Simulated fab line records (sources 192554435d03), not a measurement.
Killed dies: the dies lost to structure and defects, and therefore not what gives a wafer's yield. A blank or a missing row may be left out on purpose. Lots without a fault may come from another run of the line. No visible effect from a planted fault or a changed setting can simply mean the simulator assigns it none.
Chamber matching -- flow n5 finfet -- 4 sister chambers for N5_BEOL_M14_CMP_49 on cmp-01
The step polishes, stops on SiO2, t overpolish 5.2 s, target thk 560 nm. 20 wafers are shown with their chamber, then 10 later ones without.

EACH WAFER AND ITS CHAMBER
wafer,chamber,motor current A (A),barrier field endpoint s (s),time to endpoint s (s)
L076.2,0,7.1,11.37,128
L076.4,1,8.3,11.51,122
L076.6,3,7.3,11.21,122
L077.2,0,7.1,11.65,123
L077.4,3,7.7,11.24,119
L077.6,2,6.8,11.62,125
L079.1,1,9.1,11.55,121
L079.3,2,6.5,11.99,131
L079.5,1,8.6,11.67,124
L083.1,3,7.2,11.47,125
L083.3,1,7.9,11.58,127
L083.6,2,6.4,11.76,131
L084.4,0,7.5,11.15,125
L084.5,3,7.5,11.23,121
L084.6,0,7.4,11.59,126
L091.2,1,8.7,11.53,123
L091.3,2,6.4,11.71,126
L091.6,1,8.2,11.28,121
L092.3,0,7.6,11.29,119
L092.5,3,6.8,10.76,113

SIGNATURES (averages over the wafers above)
reading,chamber 0,chamber 1,chamber 2,chamber 3,scatter within a chamber
motor current A,7.340,8.467,6.525,7.300,0.323
barrier field endpoint s,11.4100,11.5200,11.7700,11.1820,0.194
time to endpoint s,124.20,123.00,128.25,120.00,3.39
Rule: a wafer lies at a distance from a chamber equal to the root of the sum of squares, over the readings, of (its reading less the chamber's mean, divided by the reading's scatter). The wafer belongs to the nearest chamber; if the next one is less than 2 further off, it can't be placed. The scatter: the root of (the sum of the squares of (reading less its chamber's mean) over the shown wafers, divided by (wafers less chambers)).

WAFERS WHOSE CHAMBER IS MISSING
wafer,motor current A (A),barrier field endpoint s (s),time to endpoint s (s)
L092.6,7.1,11.37,120
L093.1,6.9,11.33,120
L093.3,7.3,11.04,120
L093.5,7.5,11.28,117
L097.4,7.3,11.19,121
L097.5,7.3,11.70,126
L097.6,8.8,11.21,116
L096.2,7.2,11.10,119
L096.3,6.6,11.39,124
L096.5,6.7,11.38,121

WHICH CHAMBER EACH WENT THROUGH
wafer,from the rows above,in truth
L092.6,can't be placed: 3 or 0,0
L093.1,can't be placed: 3 or 0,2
L093.3,can't be placed: 3 or 0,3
L093.5,can't be placed: 3 or 0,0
L097.4,can't be placed: 3 or 0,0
L097.5,can't be placed: 0 or 2 or 3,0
L097.6,can't be placed: 1 or 3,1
L096.2,can't be placed: 3 or 0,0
L096.3,can't be placed: 0 or 2 or 3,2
L096.5,can't be placed: 3 or 0 or 2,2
0 of 10 placed correctly. Can't be placed from these rows: 10 (the true chamber is among the candidates in 9). Placed wrongly: 0.
